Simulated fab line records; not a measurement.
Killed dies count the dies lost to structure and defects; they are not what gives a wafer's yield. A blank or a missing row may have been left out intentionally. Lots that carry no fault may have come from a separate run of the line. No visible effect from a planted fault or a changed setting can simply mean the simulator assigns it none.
Matching of chambers -- flow n5_finfet -- N5_BEOL_M11_ETCH_62 on rie_diel-06: 4 sister chambers
The step etches SOC in N2/H2, target depth 110 nm, overetch 22 nm, time 165 s. 8 wafers are shown with their chamber, then 10 later ones without.

WAFERS WITH THEIR CHAMBER
wafer,chamber,drypump_motor_current_A (A),showerhead_plenum_p_Torr (Torr)
L081.6,3,6.3,2.41
L086.4,0,5.5,2.61
L086.5,0,5.5,2.61
L090.3,1,5.9,2.43
L091.2,3,6.4,2.41
L091.6,2,5.5,2.43
L094.1,2,5.5,2.42
L094.2,1,5.9,2.42

WAFERS WITH NO CHAMBER GIVEN
wafer,drypump_motor_current_A (A),showerhead_plenum_p_Torr (Torr)
L094.4,5.9,2.42
L093.1,5.5,2.60
L093.3,5.5,2.42
L093.5,5.9,2.42
L097.4,5.9,2.42
L097.5,5.5,2.42
L097.6,5.5,2.60
L095.2,5.5,2.60
L095.4,5.5,2.60
L095.6,5.9,2.42

WHICH CHAMBER EACH WENT THROUGH
wafer,from the rows above,in truth
L094.4,1,1
L093.1,0,0
L093.3,2,2
L093.5,1,1
L097.4,1,1
L097.5,2,2
L097.6,0,0
L095.2,0,0
L095.4,0,0
L095.6,1,1
Correctly placed: 10 of 10. Left unplaced by these rows: 0. Number placed wrongly: 0.
How it was worked out, from the rows above alone: a wafer's distance from a chamber is the root of the sum, over the readings, of the square of ((its reading less the chamber's mean) divided by the reading's scatter). The wafer belongs to the nearest chamber; if the next one is less than 2 further off, it can't be placed. Each chamber's mean is taken over the wafers shown for it. The scatter: the root of (the sum of the squares of (reading less its chamber's mean) over the shown wafers, divided by (wafers less chambers)).
